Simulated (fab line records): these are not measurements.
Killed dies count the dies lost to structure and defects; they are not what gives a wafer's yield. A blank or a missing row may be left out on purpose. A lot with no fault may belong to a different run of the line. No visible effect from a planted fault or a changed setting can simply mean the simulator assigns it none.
fab line records || flow nand_harc
[record] {"lots": 6, "wafers": 14, "last_day": 32}
route steps=1302 shown A_ZERO_WELL@405 A_SOURCE_PLATE@413 END@1302
lots that met no fault: from a run of the same line without faults
start_h: hours from the record's first day to the start of the lot's first wafer shown || wait_h: hours elapsed since this lot's preceding step || " as in the row above || L1.1+2: one row covering several wafers at once || - no value, or no start given || * or withheld: withheld || < > ~ a bound
route shown NAME@n: a module of which the file shows steps, and the number in the route of the first || usual: mean/standard deviation of fault-free wafers || same: alike in all rows || chamber/n: place in a boat || sites: each site's reading || _std_site: how widely they spread, as a standard deviation || _edge_site: mean of outer sites minus mean of inner sites || radius_mm: for every site, how far away it sits from the centre of the wafer || mask NAME#n: copy n || behind: tool/chamber where the wafer was last shaped || hold: the reason the lot was held/the length of the hold in hours/how it ended || device: the n, p or np transistor that did not switch || end of line: the tests these same wafers got at the end of their route || a step given without rows: its recipe and nothing more || killed: count of dies lost to structure and defects at first sort (not the wafer's yield) || map: a wafer's dies, marking killed ones x, the rest . and places with no die _
set.NAME: the run value of the setting; set.NAME@STEP: its run value at that earlier step || model.NAME: the simulator's own value behind a step, which no gauge read
a table for each step, a row for each wafer; lots at some steps of the route
services: the hour from which a tool's chamber was out of use, counted from the record's first day as start_h (under 0 if before that day), plus the number of hours and why
[[steps]]
[step NHARC_A_ZERO_WELL_ETCH_13]
[recipe] {"target_depth_a": 1200, "time_s": 40.1, "hbr_flow_sccm": 150, "cl2_flow_sccm": 50, "rf_w": 400, "icp_w": 400, "bias_w": 100, "chemistry": "HBr/Cl2"}
[usual] {"chamber_pressure_mTorr": "15.000/0.014", "drypump_motor_current_A": "5.6/0.52", "hbr_flow_sccm": "150.0/0.45", "oes_product_au": "1.003/0.014", "throttle_valve_pct": "26.406/0.0085"}
{"lot.wafer": "L140.3", "tool": "rie_si-01", "chamber": 1, "start_h": 243.26, "wait_h": "-", "chamber_pressure_mTorr": 15.002, "drypump_motor_current_A": 5.5, "hbr_flow_sccm": 150.0, "oes_product_au": 1.009, "rf_hours_counter_h": 0.37, "throttle_valve_pct": 26.408}
{"lot.wafer": "L140.2", "tool": "rie_si-01", "chamber": 2, "start_h": 243.26, "wait_h": "-", "chamber_pressure_mTorr": 14.978, "drypump_motor_current_A": 5.7, "hbr_flow_sccm": 150.4, "oes_product_au": 1.005, "rf_hours_counter_h": 0.31, "throttle_valve_pct": 26.411}
{"lot.wafer": "L140.6", "tool": "rie_si-01", "chamber": 0, "start_h": 243.26, "wait_h": "-", "chamber_pressure_mTorr": 14.990, "drypump_motor_current_A": 6.0, "hbr_flow_sccm": 149.9, "oes_product_au": 0.997, "rf_hours_counter_h": "-", "throttle_valve_pct": 26.405}
{"lot.wafer": "L144.4", "tool": "rie_si-01", "chamber": 2, "start_h": 289.78, "wait_h": "-", "chamber_pressure_mTorr": 14.984, "drypump_motor_current_A": 5.7, "hbr_flow_sccm": 150.3, "oes_product_au": 0.994, "rf_hours_counter_h": "-", "throttle_valve_pct": 26.400}
{"lot.wafer": "L146.5", "tool": "rie_si-06", "chamber": 1, "start_h": 300.06, "wait_h": "-", "chamber_pressure_mTorr": 15.004, "drypump_motor_current_A": 6.5, "hbr_flow_sccm": 151.0, "oes_product_au": 1.005, "rf_hours_counter_h": "-", "throttle_valve_pct": 26.407}
{"lot.wafer": "L147.1", "tool": "rie_si-06", "chamber": 3, "start_h": 305.00, "wait_h": "-", "chamber_pressure_mTorr": 15.028, "drypump_motor_current_A": 4.7, "hbr_flow_sccm": 150.1, "oes_product_au": 0.993, "rf_hours_counter_h": 0.28, "throttle_valve_pct": 26.385}
{"lot.wafer": "L147.6", "tool": "rie_si-06", "chamber": 0, "start_h": 305.00, "wait_h": "-", "chamber_pressure_mTorr": 15.014, "drypump_motor_current_A": 5.9, "hbr_flow_sccm": 150.8, "oes_product_au": 1.021, "rf_hours_counter_h": "-", "throttle_valve_pct": 26.407}
{"lot.wafer": "L147.5", "tool": "rie_si-06", "chamber": 1, "start_h": 305.00, "wait_h": "-", "chamber_pressure_mTorr": 14.984, "drypump_motor_current_A": 6.5, "hbr_flow_sccm": 150.4, "oes_product_au": 1.016, "rf_hours_counter_h": "-", "throttle_valve_pct": 26.409}
{"lot.wafer": "L151.4", "tool": "rie_si-06", "chamber": 3, "start_h": 348.03, "wait_h": "-", "chamber_pressure_mTorr": 15.020, "drypump_motor_current_A": 4.7, "hbr_flow_sccm": 150.2, "oes_product_au": 0.989, "rf_hours_counter_h": 0.44, "throttle_valve_pct": 26.412}
{"lot.wafer": "L151.3", "tool": "rie_si-06", "chamber": 1, "start_h": 348.03, "wait_h": "-", "chamber_pressure_mTorr": 14.983, "drypump_motor_current_A": 6.5, "hbr_flow_sccm": 150.7, "oes_product_au": 1.010, "rf_hours_counter_h": 0.56, "throttle_valve_pct": 26.418}
{"lot.wafer": "L151.5", "tool": "rie_si-06", "chamber": 3, "start_h": 348.03, "wait_h": "-", "chamber_pressure_mTorr": 14.992, "drypump_motor_current_A": 4.7, "hbr_flow_sccm": 149.8, "oes_product_au": 0.987, "rf_hours_counter_h": "-", "throttle_valve_pct": 26.410}
{"lot.wafer": "L152.3", "tool": "rie_si-05", "chamber": 3, "start_h": 357.64, "wait_h": "-", "chamber_pressure_mTorr": 15.021, "drypump_motor_current_A": 5.2, "hbr_flow_sccm": 150.0, "oes_product_au": 0.988, "rf_hours_counter_h": 0.28, "throttle_valve_pct": 26.390}
{"lot.wafer": "L152.2", "tool": "rie_si-05", "chamber": 0, "start_h": 357.64, "wait_h": "-", "chamber_pressure_mTorr": 15.004, "drypump_motor_current_A": 5.2, "hbr_flow_sccm": 149.7, "oes_product_au": 1.009, "rf_hours_counter_h": 0.25, "throttle_valve_pct": 26.418}
{"lot.wafer": "L152.5", "tool": "rie_si-05", "chamber": 2, "start_h": 357.64, "wait_h": "-", "chamber_pressure_mTorr": 15.015, "drypump_motor_current_A": 5.7, "hbr_flow_sccm": 150.1, "oes_product_au": 1.012, "rf_hours_counter_h": "-", "throttle_valve_pct": 26.423}
[step NHARC_A_ZERO_WELL_STRIP_14]
[recipe] {"time_s": 900, "temp_c": 130, "chemistry": "SPM"}
[step NHARC_A_ZERO_WELL_IMPLANT_15]
[recipe] {"energy_kev": 150, "dose_cm2": 1e+13, "tilt_deg": 7}
[step NHARC_A_ZERO_WELL_PRECLEAN_22]
[recipe] {"time_s": 60, "temp_c": 50, "bath_age_min": 0, "chemistry": "SC1"}
[step NHARC_A_ZERO_WELL_SRD_23]
[step NHARC_A_ZERO_WELL_RTA_16]
[recipe] {"temp_c": 1000, "time_s": 10}
[usual] {"lamp_power_pct": "28.5/2.6", "lamp_zone_7_pct": "29.0/2.7", "wafer_temp_C_max": "1004.4/1.4"}
{"lot.wafer": "L140.2", "tool": "rtp_anneal-01", "chamber": 0, "start_h": 244.17, "wait_h": "-", "lamp_power_pct": 25.4, "lamp_zone_7_pct": 25.8, "wafer_temp_C_max": 1006.0}
{"lot.wafer": "L140.3", "tool": "rtp_anneal-01", "chamber": 0, "start_h": 244.17, "wait_h": "-", "lamp_power_pct": 25.4, "lamp_zone_7_pct": 25.8, "wafer_temp_C_max": 1006.1}
{"lot.wafer": "L140.6", "tool": "rtp_anneal-01", "chamber": 0, "start_h": 244.17, "wait_h": "-", "lamp_power_pct": 25.4, "lamp_zone_7_pct": 25.8, "wafer_temp_C_max": 1006.1}
{"lot.wafer": "L144.4", "tool": "rtp_anneal-02", "chamber": 0, "start_h": 290.75, "wait_h": "-", "lamp_power_pct": 30.8, "lamp_zone_7_pct": 31.2, "wafer_temp_C_max": 1003.6}
{"lot.wafer": "L146.5", "tool": "rtp_anneal-01", "chamber": 0, "start_h": 301.03, "wait_h": "-", "lamp_power_pct": 25.3, "lamp_zone_7_pct": 25.7, "wafer_temp_C_max": 1005.8}
{"lot.wafer": "L147.1", "tool": "rtp_anneal-02", "chamber": 0, "start_h": 305.87, "wait_h": "-", "lamp_power_pct": 30.7, "lamp_zone_7_pct": 31.2, "wafer_temp_C_max": 1002.8}
{"lot.wafer": "L147.5", "tool": "rtp_anneal-02", "chamber": 0, "start_h": 305.87, "wait_h": "-", "lamp_power_pct": 30.7, "lamp_zone_7_pct": 31.2, "wafer_temp_C_max": 1003.0}
{"lot.wafer": "L147.6", "tool": "rtp_anneal-02", "chamber": 0, "start_h": 305.87, "wait_h": "-", "lamp_power_pct": 30.7, "lamp_zone_7_pct": 31.2, "wafer_temp_C_max": 1002.0}
{"lot.wafer": "L151.3", "tool": "rtp_anneal-02", "chamber": 0, "start_h": 348.99, "wait_h": "-", "lamp_power_pct": 30.7, "lamp_zone_7_pct": 31.2, "wafer_temp_C_max": 1002.9}
{"lot.wafer": "L151.4", "tool": "rtp_anneal-02", "chamber": 0, "start_h": 348.99, "wait_h": "-", "lamp_power_pct": 30.8, "lamp_zone_7_pct": 31.2, "wafer_temp_C_max": 1003.6}
{"lot.wafer": "L151.5", "tool": "rtp_anneal-02", "chamber": 0, "start_h": 348.99, "wait_h": "-", "lamp_power_pct": 30.7, "lamp_zone_7_pct": 31.2, "wafer_temp_C_max": 1002.9}
{"lot.wafer": "L152.2", "tool": "rtp_anneal-02", "chamber": 0, "start_h": 358.56, "wait_h": "-", "lamp_power_pct": 30.8, "lamp_zone_7_pct": 31.2, "wafer_temp_C_max": 1003.5}
{"lot.wafer": "L152.3", "tool": "rtp_anneal-02", "chamber": 0, "start_h": 358.56, "wait_h": "-", "lamp_power_pct": 30.7, "lamp_zone_7_pct": 31.3, "wafer_temp_C_max": 1004.0}
{"lot.wafer": "L152.5", "tool": "rtp_anneal-02", "chamber": 0, "start_h": 358.56, "wait_h": "-", "lamp_power_pct": 30.7, "lamp_zone_7_pct": 31.3, "wafer_temp_C_max": 1004.3}
[step NHARC_A_ZERO_WELL_INSPECT_17]
[usual] {"raw_defect_count": "9/6"}
{"lot.wafer": "L140.2", "tool": "defect_inspect-01", "chamber": "-", "start_h": 244.34, "wait_h": 0.1, "raw_defect_count": 6}
{"lot.wafer": "L140.3", "tool": "defect_inspect-01", "chamber": "-", "start_h": 244.34, "wait_h": 0.1, "raw_defect_count": 10}
{"lot.wafer": "L140.6", "tool": "defect_inspect-01", "chamber": "-", "start_h": 244.34, "wait_h": 0.1, "raw_defect_count": 5}
{"lot.wafer": "L144.4", "tool": "defect_inspect-01", "chamber": "-", "start_h": 290.87, "wait_h": 0.1, "raw_defect_count": 9}
{"lot.wafer": "L146.5", "tool": "defect_inspect-01", "chamber": "-", "start_h": 301.12, "wait_h": 0.1, "raw_defect_count": 7}
{"lot.wafer": "L147.1", "tool": "defect_inspect-01", "chamber": "-", "start_h": 306.06, "wait_h": 0.2, "raw_defect_count": 6}
{"lot.wafer": "L147.5", "tool": "defect_inspect-01", "chamber": "-", "start_h": 306.06, "wait_h": 0.2, "raw_defect_count": 7}
{"lot.wafer": "L147.6", "tool": "defect_inspect-01", "chamber": "-", "start_h": 306.06, "wait_h": 0.2, "raw_defect_count": 2}
{"lot.wafer": "L151.3", "tool": "defect_inspect-01", "chamber": "-", "start_h": 349.14, "wait_h": 0.1, "raw_defect_count": 25}
{"lot.wafer": "L151.4", "tool": "defect_inspect-01", "chamber": "-", "start_h": 349.14, "wait_h": 0.1, "raw_defect_count": 24}
{"lot.wafer": "L151.5", "tool": "defect_inspect-01", "chamber": "-", "start_h": 349.14, "wait_h": 0.1, "raw_defect_count": 24}
{"lot.wafer": "L152.2", "tool": "defect_inspect-02", "chamber": "-", "start_h": 358.73, "wait_h": 0.1, "raw_defect_count": 4}
{"lot.wafer": "L152.3", "tool": "defect_inspect-02", "chamber": "-", "start_h": 358.73, "wait_h": 0.1, "raw_defect_count": 5}
{"lot.wafer": "L152.5", "tool": "defect_inspect-02", "chamber": "-", "start_h": 358.73, "wait_h": 0.1, "raw_defect_count": 6}
[step NHARC_A_SOURCE_PLATE_PRECLEAN_00]
[recipe] {"time_s": 60, "chemistry": "HF-LAST"}
[step NHARC_A_SOURCE_PLATE_SRD_01]
[step NHARC_A_SOURCE_PLATE_OXIDE_02]
[recipe] {"target_thk_a": 100, "temp_c": 900, "ox_time_s": 1362, "material": "SiO2"}
[step NHARC_A_SOURCE_PLATE_THK_MEAS_09]
[recipe] {"thk_meas_gauge": "ellipsometry"}
[usual] {"thk_nm": "9.9/1.1"}
{"lot.wafer": "L140.2", "tool": "film_metro-01", "chamber": "-", "start_h": 253.53, "wait_h": 0.4, "thk_nm": 9.4}
{"lot.wafer": "L140.3", "tool": "film_metro-01", "chamber": "-", "start_h": 253.53, "wait_h": 0.4, "thk_nm": 8.9}
{"lot.wafer": "L140.6", "tool": "film_metro-01", "chamber": "-", "start_h": 253.53, "wait_h": 0.4, "thk_nm": 9.7}
{"lot.wafer": "L144.4", "tool": "film_metro-02", "chamber": "-", "start_h": 298.19, "wait_h": 0.4, "thk_nm": 10.4}
{"lot.wafer": "L146.5", "tool": "film_metro-02", "chamber": "-", "start_h": 309.74, "wait_h": 0.4, "thk_nm": 9.5}
{"lot.wafer": "L147.1", "tool": "film_metro-02", "chamber": "-", "start_h": 313.44, "wait_h": 0.4, "thk_nm": 10.0}
{"lot.wafer": "L147.5", "tool": "film_metro-02", "chamber": "-", "start_h": 313.44, "wait_h": 0.4, "thk_nm": 10.3}
{"lot.wafer": "L147.6", "tool": "film_metro-02", "chamber": "-", "start_h": 313.44, "wait_h": 0.4, "thk_nm": 11.8}
{"lot.wafer": "L151.3", "tool": "film_metro-02", "chamber": "-", "start_h": 356.31, "wait_h": 0.4, "thk_nm": 10.2}
{"lot.wafer": "L151.4", "tool": "film_metro-02", "chamber": "-", "start_h": 356.31, "wait_h": 0.4, "thk_nm": 9.4}
{"lot.wafer": "L151.5", "tool": "film_metro-02", "chamber": "-", "start_h": 356.31, "wait_h": 0.4, "thk_nm": 10.2}
{"lot.wafer": "L152.2", "tool": "film_metro-01", "chamber": "-", "start_h": 366.00, "wait_h": 0.4, "thk_nm": 10.5}
{"lot.wafer": "L152.3", "tool": "film_metro-01", "chamber": "-", "start_h": 366.00, "wait_h": 0.4, "thk_nm": 9.5}
{"lot.wafer": "L152.5", "tool": "film_metro-01", "chamber": "-", "start_h": 366.00, "wait_h": 0.4, "thk_nm": 9.6}
[step NHARC_A_SOURCE_PLATE_PVD_04]
[recipe] {"target_thk_a": 500, "material": "WSi2"}
{"lot.wafer": "L140.3+2+6", "tool": "pvd_sputter-03", "chamber": "-", "start_h": 253.62, "wait_h": 0.1}
{"lot.wafer": "L144.4", "tool": "pvd_sputter-03", "chamber": "-", "start_h": 298.28, "wait_h": 0.1}
{"lot.wafer": "L146.5", "tool": "pvd_sputter-03", "chamber": "-", "start_h": 309.87, "wait_h": 0.1}
{"lot.wafer": "L147.1+6+5", "tool": "pvd_sputter-01", "chamber": "-", "start_h": 313.52, "wait_h": 0.1}
{"lot.wafer": "L151.3+4+5", "tool": "pvd_sputter-01", "chamber": "-", "start_h": 356.40, "wait_h": 0.1}
{"lot.wafer": "L152.2+3+5", "tool": "pvd_sputter-01", "chamber": "-", "start_h": 366.06, "wait_h": 0.1}
[step NHARC_A_SOURCE_PLATE_CVD_03]
[recipe] {"target_thk_a": 2000, "temp_c": 620, "pressure_mtorr": 200, "time_s": 4000, "material": "poly-Si"}
[step NHARC_A_SOURCE_PLATE_ANNEAL_05]
[recipe] {"temp_c": 850, "time_s": 1800}
[step NHARC_A_SOURCE_PLATE_THK_MEAS_06]
[recipe] {"thk_meas_gauge": "ellipsometry"}
[usual] {"thk_nm": "200.1/2.4"}
{"lot.wafer": "L140.2", "tool": "film_metro-02", "chamber": "-", "start_h": 265.99, "wait_h": 0.4, "thk_nm": 199.9}
{"lot.wafer": "L140.3", "tool": "film_metro-02", "chamber": "-", "start_h": 265.99, "wait_h": 0.4, "thk_nm": 204.1}
{"lot.wafer": "L140.6", "tool": "film_metro-02", "chamber": "-", "start_h": 265.99, "wait_h": 0.4, "thk_nm": 203.3}
{"lot.wafer": "L144.4", "tool": "film_metro-01", "chamber": "-", "start_h": 309.25, "wait_h": 0.4, "thk_nm": 196.1}
{"lot.wafer": "L147.1", "tool": "film_metro-02", "chamber": "-", "start_h": 323.64, "wait_h": 0.4, "thk_nm": 198.0}
{"lot.wafer": "L147.5", "tool": "film_metro-02", "chamber": "-", "start_h": 323.64, "wait_h": 0.4, "thk_nm": 198.4}
{"lot.wafer": "L147.6", "tool": "film_metro-02", "chamber": "-", "start_h": 323.64, "wait_h": 0.4, "thk_nm": 199.3}
{"lot.wafer": "L146.5", "tool": "film_metro-01", "chamber": "-", "start_h": 323.64, "wait_h": 0.4, "thk_nm": 198.2}
{"lot.wafer": "L151.3", "tool": "film_metro-01", "chamber": "-", "start_h": 368.86, "wait_h": 0.4, "thk_nm": 197.9}
{"lot.wafer": "L151.4", "tool": "film_metro-01", "chamber": "-", "start_h": 368.86, "wait_h": 0.4, "thk_nm": 200.1}
{"lot.wafer": "L151.5", "tool": "film_metro-01", "chamber": "-", "start_h": 368.86, "wait_h": 0.4, "thk_nm": 201.8}
{"lot.wafer": "L152.2", "tool": "film_metro-01", "chamber": "-", "start_h": 379.94, "wait_h": 0.4, "thk_nm": 202.7}
{"lot.wafer": "L152.3", "tool": "film_metro-01", "chamber": "-", "start_h": 379.94, "wait_h": 0.4, "thk_nm": 200.1}
{"lot.wafer": "L152.5", "tool": "film_metro-01", "chamber": "-", "start_h": 379.94, "wait_h": 0.4, "thk_nm": 202.5}
[step NHARC_A_SOURCE_PLATE_INSPECT_08]
[usual] {"raw_defect_count": "56/24"}
{"lot.wafer": "L140.2", "tool": "defect_inspect-02", "chamber": "-", "start_h": 266.08, "wait_h": 0.0, "hold": "-", "raw_defect_count": 68}
{"lot.wafer": "L140.3", "tool": "defect_inspect-02", "chamber": "-", "start_h": 266.08, "wait_h": 0.0, "hold": "-", "raw_defect_count": 60}
{"lot.wafer": "L140.6", "tool": "defect_inspect-02", "chamber": "-", "start_h": 266.08, "wait_h": 0.0, "hold": "-", "raw_defect_count": 78}
{"lot.wafer": "L144.4", "tool": "defect_inspect-01", "chamber": "-", "start_h": 309.32, "wait_h": 0.0, "hold": "await_dispo/0.2h/release", "raw_defect_count": 478}
{"lot.wafer": "L144.4", "tool": "defect_inspect-01", "chamber": "-", "start_h": 309.49, "wait_h": 0.2, "hold": "-", "raw_defect_count": 476}
{"lot.wafer": "L147.1", "tool": "defect_inspect-02", "chamber": "-", "start_h": 323.70, "wait_h": 0.0, "hold": "-", "raw_defect_count": 95}
{"lot.wafer": "L147.5", "tool": "defect_inspect-02", "chamber": "-", "start_h": 323.70, "wait_h": 0.0, "hold": "-", "raw_defect_count": 65}
{"lot.wafer": "L147.6", "tool": "defect_inspect-02", "chamber": "-", "start_h": 323.70, "wait_h": 0.0, "hold": "-", "raw_defect_count": 84}
{"lot.wafer": "L146.5", "tool": "defect_inspect-01", "chamber": "-", "start_h": 323.72, "wait_h": 0.0, "hold": "await_dispo/0.2h/release", "raw_defect_count": 551}
{"lot.wafer": "L146.5", "tool": "defect_inspect-01", "chamber": "-", "start_h": 323.90, "wait_h": 0.2, "hold": "-", "raw_defect_count": 550}
{"lot.wafer": "L151.3", "tool": "defect_inspect-01", "chamber": "-", "start_h": 368.97, "wait_h": 0.0, "hold": "-", "raw_defect_count": 87}
{"lot.wafer": "L151.4", "tool": "defect_inspect-01", "chamber": "-", "start_h": 368.97, "wait_h": 0.0, "hold": "-", "raw_defect_count": 142}
{"lot.wafer": "L151.5", "tool": "defect_inspect-01", "chamber": "-", "start_h": 368.97, "wait_h": 0.0, "hold": "-", "raw_defect_count": 135}
{"lot.wafer": "L152.2", "tool": "defect_inspect-02", "chamber": "-", "start_h": 380.01, "wait_h": 0.0, "hold": "-", "raw_defect_count": 62}
{"lot.wafer": "L152.3", "tool": "defect_inspect-02", "chamber": "-", "start_h": 380.01, "wait_h": 0.0, "hold": "-", "raw_defect_count": 44}
{"lot.wafer": "L152.5", "tool": "defect_inspect-02", "chamber": "-", "start_h": 380.01, "wait_h": 0.0, "hold": "-", "raw_defect_count": 41}
[step NHARC_END_SORT_01]
[recipe] {"temp_c": 25}
[usual] {"killed_at_array": "56/19", "killed_at_other": "0.6/1", "killed_at_periphery": "3.9/2.7", "killed_dies": "61/19", "killed_open": "3.3/1.9", "killed_short": "2.4/1.7"}
[same] {"gross_dies": 677}
{"lot.wafer": "L140.3", "tool": "prober-02", "chamber": 0, "start_h": 668.11, "wait_h": 3.1, "killed_at_array": 85, "killed_at_other": 1, "killed_at_periphery": 2, "killed_dies": 88, "killed_open": 2, "killed_short": 3}
{"lot.wafer": "L146.5", "tool": "prober-02", "chamber": 0, "start_h": 718.62, "wait_h": 3.7, "killed_at_array": 155, "killed_at_other": 0, "killed_at_periphery": 4, "killed_dies": 159, "killed_open": 3, "killed_short": 3}
{"lot.wafer": "L144.4", "tool": "prober-01", "chamber": 0, "start_h": 727.37, "wait_h": 3.4, "killed_at_array": 150, "killed_at_other": 1, "killed_at_periphery": 1, "killed_dies": 152, "killed_open": 4, "killed_short": 1}
// killed by level:class
L140.3 A_SLIT:chamber_film_flake=33 A_CHANNEL_HOLE_D1:chamber_film_flake=28 A_CHANNEL_HOLE_D2:chamber_film_flake=11 A_STAIRCASE:chamber_film_flake=3 P_GATE:chamber_film_flake=2 A_CONTACT:chamber_film_flake=2 A_M1:chamber_film_flake=2 A_SOURCE_PLATE:geometric_particle:open=1
L146.5 A_SOURCE_PLATE:unspecified=82 A_CHANNEL_HOLE_D1:chamber_film_flake=27 A_SLIT:chamber_film_flake=25 A_CHANNEL_HOLE_D2:chamber_film_flake=11 A_STAIRCASE:chamber_film_flake=4 A_ONON_D1:geometric_particle:open=2 A_CHANNEL_FILL_D2:geometric_particle:short=2 P_M2:chamber_film_flake=2
L144.4 A_SOURCE_PLATE:unspecified=79 A_SLIT:chamber_film_flake=31 A_CHANNEL_HOLE_D1:chamber_film_flake=30 A_CONTACT:chamber_film_flake=3 A_M0:geometric_particle:open=2 A_STAIRCASE:chamber_film_flake=2 P_GATE:geometric_particle:open=1 A_ONON_D1:geometric_particle:short=1
// map L144.4 (x killed, . not)
____________.____________
_________......._________
_______..........._______
______.............______
_____..x...x........_____
____.x...............____
____.................____
___x..xx.x.x..........___
___.xxxxxxx...........___
__..xxxxxx.............__
__..xxxxxxx............__
_.x.xxxxxxxx............_
_...xxxxxxxx............_
_x..xxxxxxxx............_
_...xxxxxxxx............_
_...xxxxxxx............._
..xxxxxxxxx..............
...xx.x.xx.x.............
.x.xxxxx.x.x...x.x.......
xxxx.x...xx..............
..xxxxx..xxx.............
_.x.xxxx.xxxx..........._
_......x.xx.x..........._
_..xxx.x.xxxxx.........._
_........xx.xxx........._
_.x.........xx.........._
__........xxxx.........__
__.......x........x....__
___...x..xx.x.........___
___...................___
____x...............x____
____..x..............____
_____..............._____
______.............______
_______..........._______
_________......._________
____________.____________
// map L146.5 (x killed, . not)
____________.____________
_________......._________
_______..........._______
______.............______
_____..............._____
____......x..........____
____...x.x...........____
___..x..xx............___
___.xxxxx.x...........___
__...xxxxxx............__
__..xxxxxxxx...........__
_x.xxxxxxxxx............_
_..xxxxxxxxx............_
_..xxxxxxxxxx..........._
_...xxxxxxxx............_
_..x.xxxxxxx............_
.x..xxxxxxx....x.........
..x.xxxxxxx..............
..xxxx...................
...xxxx.xxx..............
.xxx...x.x.x.............
_.xxx.xxxxxxxxx........._
_x.xxx...xxx.x..x......._
_.x.xx..xxxxx..........._
_........xxxxxx........._
_....xx..xxx.x.........._
__....x..x.xx..........__
__.......x.x.x.........__
___...................___
___.......x.........x.___
____..............x..____
____.....x........x..____
_____x.............._____
______.............______
_______..........._______
_________......._________
____________.____________
[[services]]
{"tool": "pvd_sputter-01", "chamber": "-", "start_h": 226.00, "hours": 10.0, "kind": "pm"}
{"tool": "rie_si-05", "chamber": "-", "start_h": 229.15, "hours": 0.2, "kind": "repair"}
{"tool": "pvd_sputter-03", "chamber": "-", "start_h": 247.90, "hours": 3.4, "kind": "repair"}
{"tool": "rie_si-06", "chamber": "-", "start_h": 249.00, "hours": 9.0, "kind": "pm"}
{"tool": "rie_si-06", "chamber": 0, "start_h": 249.00, "hours": 9.0, "kind": "vent_cycle"}
{"tool": "rie_si-06", "chamber": 1, "start_h": 249.00, "hours": 9.0, "kind": "vent_cycle"}
{"tool": "rie_si-06", "chamber": 2, "start_h": 249.00, "hours": 9.0, "kind": "vent_cycle"}
{"tool": "rie_si-06", "chamber": 3, "start_h": 249.00, "hours": 9.0, "kind": "vent_cycle"}
{"tool": "rie_si-06", "chamber": 0, "start_h": 258.00, "hours": "-", "kind": "clean"}
{"tool": "rie_si-06", "chamber": 1, "start_h": 258.00, "hours": "-", "kind": "clean"}
{"tool": "rie_si-06", "chamber": 2, "start_h": 258.00, "hours": "-", "kind": "clean"}
{"tool": "rie_si-06", "chamber": 3, "start_h": 258.00, "hours": "-", "kind": "clean"}
{"tool": "rie_si-06", "chamber": 3, "start_h": 267.73, "hours": 5.9, "kind": "repair"}
{"tool": "rie_si-01", "chamber": 3, "start_h": 288.82, "hours": 9.1, "kind": "repair"}
{"tool": "rie_si-05", "chamber": "-", "start_h": 305.00, "hours": 9.0, "kind": "pm"}
{"tool": "rie_si-05", "chamber": 0, "start_h": 305.00, "hours": 9.0, "kind": "vent_cycle"}
{"tool": "rie_si-05", "chamber": 1, "start_h": 305.00, "hours": 9.0, "kind": "vent_cycle"}
{"tool": "rie_si-05", "chamber": 2, "start_h": 305.00, "hours": 9.0, "kind": "vent_cycle"}
{"tool": "rie_si-05", "chamber": 3, "start_h": 305.00, "hours": 9.0, "kind": "vent_cycle"}
{"tool": "rie_si-05", "chamber": 0, "start_h": 314.00, "hours": "-", "kind": "clean"}
{"tool": "rie_si-05", "chamber": 1, "start_h": 314.00, "hours": "-", "kind": "clean"}
{"tool": "rie_si-05", "chamber": 2, "start_h": 314.00, "hours": "-", "kind": "clean"}
{"tool": "rie_si-05", "chamber": 3, "start_h": 314.00, "hours": "-", "kind": "clean"}
{"tool": "pvd_sputter-03", "chamber": "-", "start_h": 348.01, "hours": 10.0, "kind": "pm"}
[[key]]
[first_sign] {"step": "NHARC_A_SOURCE_PLATE_INSPECT_08", "reading": "visit", "direction": "added"}
[effect] {"step": "NHARC_A_SOURCE_PLATE_INSPECT_08", "reading": "raw_defect_count", "direction": "up", "sigmas": 19, "usual": 56, "struck": 514}
[effect] {"step": "NHARC_END_SORT_01", "reading": "killed_at_array", "direction": "up", "sigmas": 5.1, "usual": 56, "struck": 152}
[more_kills_born_at] {"NHARC_A_SOURCE_PLATE_PVD_04@pvd_sputter-03": 161}
met_at NHARC_A_SOURCE_PLATE_PVD_04
struck_wafers L144.4,L146.5
tester_left_out L144,L146
onset_between 253.62 298.28
[fault] {"kind": "chamber_particle_source", "tool": "pvd_sputter-03", "chamber": "-", "onset_h": 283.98, "steps": "NHARC_A_SOURCE_PLATE_PVD_04", "rate_per_visit_cm2": 0.73954, "end_h": 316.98, "scope": "struck_wafers_only"}
// tester_left_out: of these lots the tester's yield and bins aren't shown, on N5 and GAA mostly nor the transistor test; their killed dies are dies lost to structure and defects alone, not to doping, threshold or leakage, so they don't give the yield
